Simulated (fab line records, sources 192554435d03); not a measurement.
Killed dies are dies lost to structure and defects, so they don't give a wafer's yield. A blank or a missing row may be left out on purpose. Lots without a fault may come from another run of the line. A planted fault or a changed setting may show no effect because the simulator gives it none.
fab line records | flow n5_finfet
record lots=7 wafers=21
route steps=1938 shown BEOL_M3@937 BEOL_M4@1053 BEOL_M5@1140 BEOL_M7@1263 BEOL_M8@1335
start_h: hours from the record's first day to the start of the lot's first wafer shown | wait_h: hours since the lot's step before | " the same as in the row above | L1.1+2: a row that stands for several wafers | - no value, or no start given | * or withheld: withheld | < > ~ a bound
route shown NAME@n: a module of which the file shows steps, and the number in the route of the first | usual: mean/standard deviation of fault-free wafers | same: alike in all rows | chamber/n: place in a boat | sites: the reading at each site | _std_site: their standard deviation | _edge_site: outer sites' mean less inner sites' | radius_mm: how far each site lies from the wafer's centre | mask NAME#n: copy n | behind: the tool/chamber that last shaped the wafer | hold: why the lot was held/for how many hours/how that ended | device: the transistor (n, p or np) that didn't switch | end of line: the same wafers' tests at the end of the route | a step without rows: its recipe alone | killed: dies lost to structure and defects at the first sort, not the wafer's yield | map: a wafer's dies, x killed, . not, _ none there
set.NAME: the setting as run; set.NAME@STEP: as run at that earlier step | model.NAME: the simulator's own value behind a step, which no gauge read
lots whose settings were changed on purpose; a table a step, a row a wafer
## steps
# step N5_BEOL_M3_COAT_73
# recipe resist=underlayer temp_c=205 time_s=60 spin_rpm=1500 resist_thk_nm=5
# columns lot.wafer tool chamber start_h wait_h set.spin_rpm
L074.1+5 litho_track-04 0 - - 1407
L074.6 " 0 " " 1500
L075.1+4+5 litho_track-02 0 - - 1500
L080.3+4 litho_track-04 0 - - 1500
L080.6 " 0 " " 1560
L085.2+3+6 litho_track-01 0 - - 1500
L086.1+2+4 litho_track-02 0 - - 1500
L088.2+4+5 litho_track-04 0 - - 1500
L092.3+6 litho_track-01 0 - - 1500
L092.4 " 0 " " 1664
# step N5_BEOL_M3_COAT_05
# recipe resist=CAR-EUV spin_rpm=1500 resist_thk_nm=30
# step N5_BEOL_M3_EBR_07
# recipe solvent=PGMEA ebr_width_mm=1.5
# step N5_BEOL_M3_DESCUM_16
# recipe chemistry=O2 time_s=7 source_power_w=50 bias_power_w=20 pressure_mtorr=20 rf_frequency_hz=2.712e+07 temp_c=40 resist=CAR-EUV o2_flow_sccm=225
# step N5_BEOL_M3_ETCH_74
# recipe chemistry=N2/H2 target=underlayer target_depth_a=65 mask_material=CAR-EUV time_s=5.2 ion_energy_ev=200 pressure_mtorr=30 source_w=840 bias_w=150 n2_flow_sccm=200 h2_flow_sccm=200 ends=cleared
# columns lot.wafer tool chamber start_h wait_h set.spin_rpm@BEOL_M3_COAT_73 model.etch.depth_nm
L074.1 rie_diel-03 1 155.63 0.0 1407 5.162
L074.5 " 3 " " 1407 5.166
L074.6 " 1 " " 1500 4.978
L075.1 rie_diel-01 1 157.02 0.0 1500 5
L075.4 " 2 " " 1500 5.007
L075.5 " 1 " " 1500 5.013
L080.3 rie_diel-01 2 205.94 0.0 1500 5.014
L080.4 " 3 " " 1500 4.997
L080.6 " 2 " " 1560 4.905
L085.2 rie_diel-01 2 229.92 0.0 1500 5.012
L085.3 " 0 " " 1500 4.998
L085.6 " 0 " " 1500 4.994
L086.1 rie_diel-03 0 235.52 0.0 1500 5.002
L086.2 " 3 " " 1500 5.011
L086.4 " 2 " " 1500 5.007
L088.2 rie_diel-04 3 252.91 0.0 1500 5.004
L088.4 " 0 " " 1500 4.991
L088.5 " 3 " " 1500 5
L092.3 rie_diel-03 0 265.43 0.0 1500 5.027
L092.4 " 3 " " 1664 4.773
L092.6 " 0 " " 1500 5.009
# step N5_BEOL_M4_EXPOSE_25
# recipe mask_id=V3 na=0.33 source_shape=quasar sigma_inner=0.2 sigma_outer=0.8 polarization=unpolarized defocus_nm=5 dose_mj=63
# columns lot.wafer tool chamber start_h wait_h mask set.dose_mj
L074.1+5+6 euv_scanner-02 0 166.00 - V3#0 63
L075.1+4+5 euv_scanner-02 0 166.84 - V3#0 63
L080.3+4+6 euv_scanner-01 0 225.98 - V3#0 63
L085.2+3 euv_scanner-01 0 269.56 - V3#0 65.7
L085.6 " 0 " " V3#0 63
L086.1+4 euv_scanner-02 0 272.27 - V3#0 63
L086.2 " 0 " " V3#0 59
L088.2+4+5 euv_scanner-02 0 277.82 - V3#0 63
L092.3+4 euv_scanner-02 0 281.94 - V3#0 59.83
L092.6 " 0 " " V3#0 63
# step N5_BEOL_M4_PEB_26
# recipe peb_temp_c=100 peb_time_s=60 resist=CAR-EUV
# step N5_BEOL_M4_DEVELOP_27
# recipe develop_time_s=30 developer=TMAH resist=CAR-EUV rinse_liquid=surfactant_rinse dry=air_spin dev_temp_c=23
# step N5_BEOL_M4_CD_MEAS_28
# recipe target_cd_nm=26.2 landing_energy_ev=500 detector=se_inlens target_cd_y_nm=24.1 polarity=opening
# usual cd_nm=26.13/0.25
# columns lot.wafer tool chamber start_h wait_h set.dose_mj@BEOL_M4_EXPOSE_25 cd_nm
L074.1 cd_sem-03 0 166.14 - 63 26.28
L074.5 " 0 " " 63 26.30
L074.6 " 0 " " 63 25.98
L075.1 cd_sem-01 0 166.99 - 63 26.29
L075.4 " 0 " " 63 26.17
L075.5 " 0 " " 63 26.16
L080.3 cd_sem-01 0 226.11 - 63 25.76
L080.4 " 0 " " 63 26.34
L080.6 " 0 " " 63 26.30
L085.2 cd_sem-03 0 269.69 - 65.7 26.91
L085.3 " 0 " " 65.7 27.00
L085.6 " 0 " " 63 26.09
L086.1 cd_sem-03 0 272.42 - 63 26.17
L086.2 " 0 " " 59 24.80
L086.4 " 0 " " 63 25.76
L088.2 cd_sem-02 0 277.95 - 63 25.84
L088.4 " 0 " " 63 26.03
L088.5 " 0 " " 63 26.38
L092.3 cd_sem-02 0 282.07 - 59.83 25.51
L092.4 " 0 " " 59.83 25.24
L092.6 " 0 " " 63 26.24
# step N5_BEOL_M5_COAT_66
# recipe resist=SiARC temp_c=220 time_s=60 spin_rpm=1500 resist_thk_nm=12
# columns lot.wafer tool chamber start_h wait_h set.spin_rpm
L074.1+5+6 litho_track-04 0 - - 1500
L075.1+4+5 litho_track-04 0 - - 1500
L080.3 litho_track-04 0 - - 1500
L080.4+6 " 0 " " 1553
L085.2+3+6 litho_track-01 0 - - 1500
L086.1 litho_track-04 0 - - 1548
L086.2+4 " 0 " " 1500
L088.2+4+5 litho_track-01 0 - - 1500
L092.3 litho_track-04 0 - - 1344
L092.4+6 " 0 " " 1500
# step N5_BEOL_M5_COAT_22
# recipe resist=CAR-EUV spin_rpm=1500 resist_thk_nm=30
# columns lot.wafer tool chamber start_h wait_h set.spin_rpm model.CAR-EUV_of_BEOL_M5_COAT_22.thk_nm
L074.1 litho_track-04 0 - - 1500 30
L074.5+6 " 0 " " 1592 29.2
L075.1+4+5 litho_track-04 0 - - 1500 30
L080.3+4 litho_track-04 0 - - 1665 28.4
L080.6 " 0 " " 1500 30
L085.2+3+6 litho_track-01 0 - - 1500 30
L086.1 litho_track-04 0 - - 1500 29.8
L086.2+4 " 0 " " 1500 30
L088.2+4 litho_track-01 0 - - 1500 30
L088.5 " 0 " " 1500 29.8
L092.3+4+6 litho_track-04 0 - - 1500 29.8
# step N5_BEOL_M5_EBR_24
# recipe solvent=PGMEA ebr_width_mm=1.5
# step N5_BEOL_M5_SOFTBAKE_23
# recipe temp_c=110 time_s=60 resist=CAR-EUV
# step N5_BEOL_M5_EXPOSE_25
# recipe mask_id=V4 na=0.33 source_shape=quasar sigma_inner=0.2 sigma_outer=0.6 polarization=unpolarized defocus_nm=10 dose_mj=52.75
# step N5_BEOL_M5_PEB_26
# recipe peb_temp_c=100 peb_time_s=60 resist=CAR-EUV
# step N5_BEOL_M5_DEVELOP_27
# recipe develop_time_s=30 developer=TMAH resist=CAR-EUV rinse_liquid=surfactant_rinse dry=air_spin dev_temp_c=23
# columns lot.wafer tool chamber start_h wait_h set.spin_rpm@BEOL_M5_COAT_22 model.CAR-EUV_of_BEOL_M5_COAT_22.thk_nm
L074.1 litho_track-01 0 - - 1500 29.6
L074.5+6 " 0 " " 1592 28.8
L075.1 litho_track-04 0 - - 1500 29.6
L075.4+5 " 0 " " 1500 29.4
L080.3 litho_track-04 0 - - 1665 27.8
L080.4 " 0 " " 1665 28
L080.6 " 0 " " 1500 29.6
L085.2 litho_track-04 0 - - 1500 29.6
L085.3+6 " 0 " " 1500 29.4
L086.1+4 litho_track-01 0 - - 1500 29.4
L086.2 " 0 " " 1500 29.6
L088.2+4+5 litho_track-05 0 - - 1500 29.4
L092.3+4+6 litho_track-04 0 - - 1500 29.4
# step N5_BEOL_M5_DESCUM_33
# recipe chemistry=O2 time_s=7 source_power_w=50 bias_power_w=20 pressure_mtorr=20 rf_frequency_hz=2.712e+07 temp_c=40 resist=CAR-EUV o2_flow_sccm=225
# step N5_BEOL_M5_ETCH_75
# recipe chemistry=N2/H2 target=underlayer target_depth_a=65 mask_material=CAR-EUV time_s=5.2 ion_energy_ev=200 pressure_mtorr=30 source_w=840 bias_w=150 n2_flow_sccm=200 h2_flow_sccm=200 ends=cleared
# columns lot.wafer tool chamber start_h wait_h set.spin_rpm@BEOL_M5_COAT_22 model.CAR-EUV_of_BEOL_M5_COAT_22.thk_nm
L074.1 rie_diel-04 0 204.66 0.0 1500 20.4
L074.5+6 " 3,1 " " 1592 19.6
L075.1+4+5 rie_diel-04 1,0,2 209.99 0.0 1500 20.4
L080.3+4 rie_diel-01 0,3 243.59 0.0 1665 18.8
L080.6 " 2 " " 1500 20.2
L085.2+3+6 rie_diel-01 2,3,1 280.30 0.0 1500 20.2
L086.1 rie_diel-01 3 285.96 0.0 1500 20.2
L086.2+4 " 1,0 " " 1500 20.4
L088.2 rie_diel-04 1 291.04 0.0 1500 20.4
L088.4+5 " 2,0 " " 1500 20.2
L092.3+4+6 rie_diel-04 0,3,0 299.34 0.0 1500 20.2
# step N5_BEOL_M5_ETCH_67
# recipe chemistry=CF4 target=SiARC target_depth_a=156 mask_material=CAR-EUV time_s=26 ion_energy_ev=80 pressure_mtorr=40 source_w=545 bias_w=36 Ar_flow_sccm=100 cf4_flow_sccm=100 ends=cleared
# columns lot.wafer tool chamber start_h wait_h set.spin_rpm@BEOL_M5_COAT_66 model.etch.depth_nm
L074.1 rie_diel-04 0 204.67 0.0 1500 11.98
L074.5+6 " 3,1 " " 1500 11.99
L075.1 rie_diel-04 1 210.00 0.0 1500 11.93
L075.4 " 0 " " 1500 11.89
L075.5 " 2 " " 1500 11.92
L080.3 rie_diel-01 0 243.61 0.0 1500 11.99
L080.4 " 3 " " 1553 11.79
L080.6 " 2 " " 1553 11.82
L085.2 rie_diel-01 2 280.32 0.0 1500 12.02
L085.3+6 " 3,1 " " 1500 12.03
L086.1 rie_diel-01 3 285.98 0.0 1548 11.78
L086.2 " 1 " " 1500 12.02
L086.4 " 0 " " 1500 12
L088.2 rie_diel-04 1 291.06 0.0 1500 11.95
L088.4 " 2 " " 1500 12
L088.5 " 0 " " 1500 11.97
L092.3 rie_diel-04 0 299.35 0.0 1344 12.67
L092.4 " 3 " " 1500 12.01
L092.6 " 0 " " 1500 11.99
# step N5_BEOL_M7_ILD_DEP_00
# recipe material=SiCOH_lowk target_thk_a=1797.5 temp_c=300 precursor=DEMS/porogen pressure_torr=5 rf_w=500 time_s=33.4
# columns lot.wafer tool chamber start_h wait_h set.time_s model.SiCOH_lowk_of_BEOL_M7_ILD_DEP_00.thk_nm
L074.1 pecvd-03 0 223.81 0.0 33.4 177
L074.5 " 0 " " 33.4 183.2
L074.6 " 2 " " 33.4 181.6
L075.1 pecvd-04 1 225.68 0.0 33.4 175.4
L075.4 " 0 " " 33.4 180.4
L075.5 " 2 " " 33.4 178.2
L080.3 pecvd-03 2 258.80 0.0 33.4 181.4
L080.4 " 2 " " 35.01 193
L080.6 " 1 " " 33.4 182
L085.2 pecvd-04 1 297.35 0.0 30 159.8
L085.3 " 0 " " 33.4 178.2
L085.6 " 0 " " 33.4 181.2
L086.1 pecvd-04 0 301.88 0.0 33.4 177.2
L086.2 " 1 " " 33.4 176.2
L086.4 " 0 " " 33.4 180
L088.2 pecvd-02 1 313.16 0.0 30.4 162.2
L088.4 " 0 " " 30.4 167
L088.5 " 1 " " 33.4 180.6
L092.3 pecvd-03 2 314.13 0.0 29.16 155.8
L092.4 " 2 " " 33.4 179
L092.6 " 1 " " 29.16 160
# step N5_BEOL_M7_CURE_74
# recipe temp_c=385 time_s=240 ambient=He/Ar material=SiCOH_lowk
# columns lot.wafer tool chamber start_h wait_h set.time_s@BEOL_M7_ILD_DEP_00 model.SiCOH_lowk_of_BEOL_M7_ILD_DEP_00.thk_nm
L074.1 uv_cure-03 0 223.90 0.1 33.4 152.6
L074.5 " 0 " " 33.4 158
L074.6 " 0 " " 33.4 156.6
L075.1 uv_cure-01 1 225.74 0.0 33.4 151.2
L075.4 " 1 " " 33.4 155.6
L075.5 " 1 " " 33.4 153.6
L080.3 uv_cure-02 0 259.02 0.2 33.4 156.6
L080.4 " 0 " " 35.01 166.6
L080.6 " 0 " " 33.4 157
L085.2 uv_cure-02 0 297.49 0.1 30 137.6
L085.3 " 0 " " 33.4 153.6
L085.6 " 0 " " 33.4 156.2
L086.1 uv_cure-02 0 301.96 0.1 33.4 152.8
L086.2 " 0 " " 33.4 152
L086.4 " 0 " " 33.4 155.2
L088.2 uv_cure-01 0 313.30 0.1 30.4 139.8
L088.4 " 0 " " 30.4 144
L088.5 " 0 " " 33.4 155.8
L092.3 uv_cure-03 1 314.36 0.2 29.16 134.2
L092.4 " 1 " " 33.4 154.2
L092.6 " 1 " " 29.16 137.8
# step N5_BEOL_M7_THK_MEAS_01
# recipe reads=SiCOH_lowk_of_BEOL_M7_ILD_DEP_00
# usual M7_ILD_THK=154.7/2
# columns lot.wafer tool chamber start_h wait_h set.time_s@BEOL_M7_ILD_DEP_00 M7_ILD_THK[nm]
L074.1 film_metro-01 - 224.41 0.4 33.4 152.7
L074.5 " - " " 33.4 157.9
L074.6 " - " " 33.4 156.6
L075.1 film_metro-02 - 226.25 0.4 33.4 151.4
L075.4 " - " " 33.4 155.7
L075.5 " - " " 33.4 153.5
L080.3 film_metro-01 - 259.38 0.3 33.4 156.5
L080.4 " - " " 35.01 166.5
L080.6 " - " " 33.4 157.0
L085.2 film_metro-02 - 297.93 0.4 30 137.7
L085.3 " - " " 33.4 153.7
L085.6 " - " " 33.4 156.3
L086.1 film_metro-01 - 302.47 0.4 33.4 152.9
L086.2 " - " " 33.4 151.9
L086.4 " - " " 33.4 155.1
L088.2 film_metro-02 - 313.74 0.4 30.4 139.7
L088.4 " - " " 30.4 143.9
L088.5 " - " " 33.4 155.7
L092.3 film_metro-01 - 314.71 0.3 29.16 134.1
L092.4 " - " " 33.4 154.3
L092.6 " - " " 29.16 137.8
# step N5_BEOL_M8_PECVD_70
# recipe material=SiO2 target_thk_a=200 temp_c=400 precursor=TEOS/O2 pressure_torr=5.5 rf_w=450 teos_flow_sccm=53.8 gas=O2 flow_sccm=3000 time_s=22.7
# columns lot.wafer tool chamber start_h wait_h set.temp_c model.SiO2_of_BEOL_M8_PECVD_70.thk_nm
L074.1 pecvd-03 0 233.32 0.0 400 20
L074.5 " 0 " " 409.1 19.2
L074.6 " 1 " " 409.1 19.4
L075.1 pecvd-01 1 236.55 0.0 400 19.8
L075.4 " 1 " " 400 20
L075.5 " 1 " " 400 20.2
L080.3+6 pecvd-04 2,0 267.65 0.0 400 20.2
L080.4 " 2 " " 400 20.4
L085.2 pecvd-01 0 307.15 0.0 405.7 18.8
L085.3 " 1 " " 405.7 19
L085.6 " 2 " " 400 20
L086.1+2+4 pecvd-01 1,2,0 312.72 0.0 400 20
L088.2 pecvd-04 2 321.30 0.0 400 19.8
L088.4 " 1 " " 400 20.4
L088.5 " 2 " " 412.1 18.6
L092.3 pecvd-04 1 322.38 0.0 400 19.8
L092.4 " 1 " " 400 20.2
L092.6 " 0 " " 400 20
# step N5_BEOL_M8_ETCH_61
# recipe chemistry=CF4 target=SiARC target_depth_a=455 mask_material=CAR-ArF time_s=75.8 ion_energy_ev=80 pressure_mtorr=40 source_w=545 bias_w=36 Ar_flow_sccm=100 cf4_flow_sccm=100 ends=cleared
# usual rf_vpp_V=184.1/0.88
# columns lot.wafer tool chamber start_h wait_h set.bias_w rf_vpp_V
L074.1 rie_diel-05 0 235.34 0.0 36 183.7
L074.5 " 1 " " 38.9 193.5
L074.6 " 2 " " 36 185.0
L075.1 rie_diel-02 3 238.57 0.0 36 186.6
L075.4 " 2 " " 36 183.9
L075.5 " 3 " " 36 186.2
L080.3 rie_diel-06 2 268.82 0.0 36 183.8
L080.4 " 3 " " 36 183.9
L080.6 " 3 " " 33.84 176.4
L085.2 rie_diel-06 2 308.98 0.0 36 184.0
L085.3 " 1 " " 36 183.8
L085.6 " 2 " " 36 182.8
L086.1 rie_diel-05 2 313.52 0.0 36 183.6
L086.2 " 1 " " 36 183.7
L086.4 " 0 " " 36 185.3
L088.2 rie_diel-06 0 324.65 0.0 36 183.9
L088.4 " 1 " " 39.65 195.4
L088.5 " 0 " " 39.65 196.6
L092.3 rie_diel-06 1 325.18 0.0 36 184.6
L092.4 " 0 " " 32.38 174.0
L092.6 " 3 " " 36 184.1
# step N5_BEOL_M8_COAT_22
# recipe resist=CAR-EUV spin_rpm=1500 resist_thk_nm=30
# columns lot.wafer tool chamber start_h wait_h set.spin_rpm model.CAR-EUV_of_BEOL_M8_COAT_22.thk_nm
L074.1+5 litho_track-04 0 - - 1602 29
L074.6 " 0 " " 1500 30
L075.1+4+5 litho_track-02 0 - - 1500 29.8
L080.3+4+6 litho_track-04 0 - - 1500 30
L085.2+3 litho_track-01 0 - - 1500 30
L085.6 " 0 " " 1500 29.8
L086.1 litho_track-04 0 - - 1500 30
L086.2+4 " 0 " " 1569 29.4
L088.2+4 litho_track-01 0 - - 1500 30.2
L088.5 " 0 " " 1412 31
L092.3 litho_track-04 0 - - 1500 29.8
L092.4 " 0 " " 1455 30.4
L092.6 " 0 " " 1500 30
# step N5_BEOL_M8_EBR_24
# recipe solvent=PGMEA ebr_width_mm=1.5
# step N5_BEOL_M8_SOFTBAKE_23
# recipe temp_c=110 time_s=60 resist=CAR-EUV
# step N5_BEOL_M8_DESCUM_33
# recipe chemistry=O2 time_s=7 source_power_w=50 bias_power_w=20 pressure_mtorr=20 rf_frequency_hz=2.712e+07 temp_c=40 resist=CAR-EUV o2_flow_sccm=225
# columns lot.wafer tool chamber start_h wait_h set.spin_rpm@BEOL_M8_COAT_22 model.CAR-EUV_of_BEOL_M8_COAT_22.thk_nm
L074.1+5 rie_diel-05 1 237.38 0.0 1602 25
L074.6 " 0 " " 1500 26
L075.1+5 rie_diel-05 0,2 240.39 0.0 1500 26
L075.4 " 1 " " 1500 25.8
L080.3+4+6 rie_diel-05 1,0,2 270.63 0.0 1500 26
L085.2+3 rie_diel-05 1,0 310.94 0.2 1500 26
L085.6 " 3 " " 1500 25.8
L086.1 rie_diel-05 1 314.61 0.0 1500 26.2
L086.2+4 " 0,1 " " 1569 25.4
L088.2+4 rie_diel-02 0,3 325.73 0.1 1500 26.2
L088.5 " 0 " " 1412 27
L092.3 rie_diel-02 3 328.54 0.0 1500 25.8
L092.4 " 0 " " 1455 26.4
L092.6 " 2 " " 1500 26
# step N5_BEOL_M8_ETCH_72
# recipe chemistry=N2/H2 target=underlayer target_depth_a=65 mask_material=CAR-EUV time_s=5.2 ion_energy_ev=200 pressure_mtorr=30 source_w=840 bias_w=150 n2_flow_sccm=200 h2_flow_sccm=200 ends=cleared
# columns lot.wafer tool chamber start_h wait_h set.spin_rpm@BEOL_M8_COAT_22 model.CAR-EUV_of_BEOL_M8_COAT_22.thk_nm
L074.1+5 rie_diel-05 1 237.42 0.0 1602 19.2
L074.6 " 0 " " 1500 20.4
L075.1+4+5 rie_diel-05 0,1,2 240.43 0.0 1500 20.2
L080.3+6 rie_diel-05 1,2 270.66 0.0 1500 20.2
L080.4 " 0 " " 1500 20.4
L085.2+3 rie_diel-05 1,0 310.97 0.0 1500 20.4
L085.6 " 3 " " 1500 20.2
L086.1 rie_diel-05 1 314.64 0.0 1500 20.4
L086.2+4 " 0,1 " " 1569 19.8
L088.2+4 rie_diel-02 0,3 325.77 0.0 1500 20.4
L088.5 " 0 " " 1412 21.4
L092.3+6 rie_diel-02 3,2 328.58 0.0 1500 20.2
L092.4 " 0 " " 1455 20.6
# step N5_BEOL_M8_ETCH_65
# recipe chemistry=CF4 target=SiARC target_depth_a=156 mask_material=CAR-EUV time_s=26 ion_energy_ev=80 pressure_mtorr=40 source_w=545 bias_w=36 Ar_flow_sccm=100 cf4_flow_sccm=100 ends=cleared
# step N5_BEOL_M8_ETCH_66
# recipe chemistry=N2/H2 target=SOC target_depth_a=800 overetch_a=160 mask_material=SiARC temp_c=40 time_s=120 ion_energy_ev=200 pressure_mtorr=30 source_w=840 bias_w=150 n2_flow_sccm=200 h2_flow_sccm=200
# step N5_BEOL_M8_STRIP_80
# recipe chemistry=N2/H2 time_s=10 power_w=450 temp_c=40 pressure_mtorr=20 rf_frequency_hz=6e+07 bias_power_w=7 n2_flow_sccm=200 h2_flow_sccm=200
# step N5_BEOL_M8_HM_STRIP_39
# recipe chemistry=peroxide_tin_strip material=TiN target_depth_a=250 temp_c=50 time_s=158
# columns lot.wafer tool chamber start_h wait_h set.temp_c@BEOL_M8_PECVD_70 model.SiO2_of_BEOL_M8_PECVD_70.thk_nm
L074.1 wet_bench-05 2 237.84 0.0 400 19.8
L074.5 " 6 " " 409.1 19
L074.6 " 1 " " 409.1 19.2
L075.1 wet_bench-06 4 240.85 0.0 400 19.8
L075.4 " 2 " " 400 20
L075.5 " 1 " " 400 20.2
L080.3+6 wet_bench-06 4,6 271.09 0.0 400 20
L080.4 " 3 " " 400 20.2
L085.2 wet_bench-06 0 311.40 0.0 405.7 18.6
L085.3 " 5 " " 405.7 18.8
L085.6 " 7 " " 400 19.8
L086.1+2+4 wet_bench-03 1,6,2 315.07 0.0 400 19.8
L088.2 wet_bench-06 1 326.19 0.0 400 19.8
L088.4 " 2 " " 400 20.2
L088.5 " 3 " " 412.1 18.4
L092.3+6 wet_bench-03 3,1 329.01 0.0 400 19.8
L092.4 " 2 " " 400 20
## key
split step=N5_BEOL_M3_COAT_73 setting=spin_rpm stated=1500 by=wafer
response step=N5_BEOL_M3_ETCH_74 reading=model.etch.depth_nm change=-0.0243 per=1% r=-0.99
split step=N5_BEOL_M4_EXPOSE_25 setting=dose_mj stated=63 by=wafer
response step=N5_BEOL_M4_CD_MEAS_28 reading=cd_nm change=+0.184 per=1% r=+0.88
split step=N5_BEOL_M5_COAT_66 setting=spin_rpm stated=1500 by=wafer
response step=N5_BEOL_M5_ETCH_67 reading=model.etch.depth_nm change=-0.0641 per=1% r=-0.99
split step=N5_BEOL_M5_COAT_22 setting=spin_rpm stated=1500 by=wafer
response step=N5_BEOL_M5_COAT_22 reading=model.CAR-EUV_of_BEOL_M5_COAT_22.thk_nm change=-0.142 per=1% r=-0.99
response step=N5_BEOL_M5_DEVELOP_27 reading=model.CAR-EUV_of_BEOL_M5_COAT_22.thk_nm change=-0.149 per=1% r=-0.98
response step=N5_BEOL_M5_ETCH_75 reading=model.CAR-EUV_of_BEOL_M5_COAT_22.thk_nm change=-0.128 per=1% r=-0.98
split step=N5_BEOL_M7_ILD_DEP_00 setting=time_s stated=33.4 by=wafer
response step=N5_BEOL_M7_ILD_DEP_00 reading=model.SiCOH_lowk_of_BEOL_M7_ILD_DEP_00.thk_nm change=+1.81 per=1% r=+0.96
response step=N5_BEOL_M7_CURE_74 reading=model.SiCOH_lowk_of_BEOL_M7_ILD_DEP_00.thk_nm change=+1.57 per=1% r=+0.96
response step=N5_BEOL_M7_THK_MEAS_01 reading=M7_ILD_THK change=+1.58 per=1% r=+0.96
split step=N5_BEOL_M8_PECVD_70 setting=temp_c stated=400 by=wafer
response step=N5_BEOL_M8_PECVD_70 reading=model.SiO2_of_BEOL_M8_PECVD_70.thk_nm change=-0.471 per=1% r=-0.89
response step=N5_BEOL_M8_HM_STRIP_39 reading=model.SiO2_of_BEOL_M8_PECVD_70.thk_nm change=-0.489 per=1% r=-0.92
split step=N5_BEOL_M8_ETCH_61 setting=bias_w stated=36 by=wafer
response step=N5_BEOL_M8_ETCH_61 reading=rf_vpp_V change=+1.13 per=1% r=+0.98
split step=N5_BEOL_M8_COAT_22 setting=spin_rpm stated=1500 by=wafer
response step=N5_BEOL_M8_COAT_22 reading=model.CAR-EUV_of_BEOL_M8_COAT_22.thk_nm change=-0.142 per=1% r=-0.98
response step=N5_BEOL_M8_DESCUM_33 reading=model.CAR-EUV_of_BEOL_M8_COAT_22.thk_nm change=-0.15 per=1% r=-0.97
response step=N5_BEOL_M8_ETCH_72 reading=model.CAR-EUV_of_BEOL_M8_COAT_22.thk_nm change=-0.162 per=1% r=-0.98
